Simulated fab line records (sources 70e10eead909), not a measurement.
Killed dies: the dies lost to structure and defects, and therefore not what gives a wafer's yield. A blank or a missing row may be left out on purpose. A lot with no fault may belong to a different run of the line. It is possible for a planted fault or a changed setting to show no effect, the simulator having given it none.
Matching of chambers | flow nand_harc | NHARC_THIN_TSV_DESCUM_35 on rie_diel-10 has 4 sister chambers
The step chemistry O2, time 3 s. 14 wafers are shown with their chamber, then 7 later ones without.

## WAFERS PAIRED WITH THEIR CHAMBERS
wafer  | chamber | showerhead_plenum_p_Torr (Torr) | drypump_motor_current_A (A) | throttle_valve_pct (%)
L937.1 | 3       | 1.99                            | 5.2                         | 11.315
L937.3 | 0       | 1.83                            | 5.6                         | 11.300
L937.5 | 0       | 1.83                            | 5.6                         | 11.316
L938.2 | 0       | 1.83                            | 5.6                         | 11.301
L938.3 | 2       | 2.05                            | 6.3                         | 11.295
L938.5 | 1       | 2.04                            | 5.9                         | 11.300
L940.2 | 0       | 1.83                            | 5.6                         | 11.306
L940.5 | 0       | 1.83                            | 5.6                         | 11.302
L940.6 | 1       | 2.04                            | 5.9                         | 11.322
L952.2 | 3       | 1.99                            | 5.2                         | 11.317
L952.4 | 0       | 1.82                            | 5.6                         | 11.316
L952.6 | 2       | 2.05                            | 6.3                         | 11.303
L954.1 | 0       | 1.82                            | 5.7                         | 11.313
L954.3 | 1       | 2.04                            | 5.9                         | 11.317

SIGNATURES (averages over the wafers above)
reading                  | chamber 0 | chamber 1 | chamber 2 | chamber 3 | scatter within a chamber
showerhead_plenum_p_Torr | 1.8271    | 2.0400    | 2.0500    | 1.9900    | 0.00378
drypump_motor_current_A  | 5.614     | 5.900     | 6.300     | 5.200     | 0.0293
throttle_valve_pct       | 11.30771  | 11.31300  | 11.29900  | 11.31600  | 0.00778
Rule: a wafer's distance from a chamber is the root of the sum, over the readings, of the square of ((its reading less the chamber's mean) divided by the reading's scatter). If the next closest chamber is less than 2 further off than the closest, the wafer can't be placed; otherwise it belongs to the closest. The scatter is the square root of a quotient: the sum, over the shown wafers, of each reading's squared deviation from its chamber's mean, divided by wafers minus chambers.

## WAFERS WHOSE CHAMBER IS MISSING
wafer  | showerhead_plenum_p_Torr (Torr) | drypump_motor_current_A (A) | throttle_valve_pct (%)
L954.4 | 2.05                            | 6.2                         | 11.320
L953.1 | 2.05                            | 6.3                         | 11.328
L953.2 | 1.99                            | 5.2                         | 11.302
L953.5 | 2.05                            | 6.3                         | 11.305
L958.1 | 1.99                            | 5.3                         | 11.299
L958.3 | 1.82                            | 5.7                         | 11.303
L958.5 | 1.99                            | 5.3                         | 11.312

## CHAMBER TAKEN BY EACH
wafer  | from the rows above | in truth
L954.4 | 2                   | 2
L953.1 | 2                   | 2
L953.2 | 3                   | 3
L953.5 | 2                   | 2
L958.1 | 3                   | 3
L958.3 | 0                   | 0
L958.5 | 3                   | 3
Placed correctly: 7 of 7. Number that these rows cannot place: 0. Placed wrongly: 0.
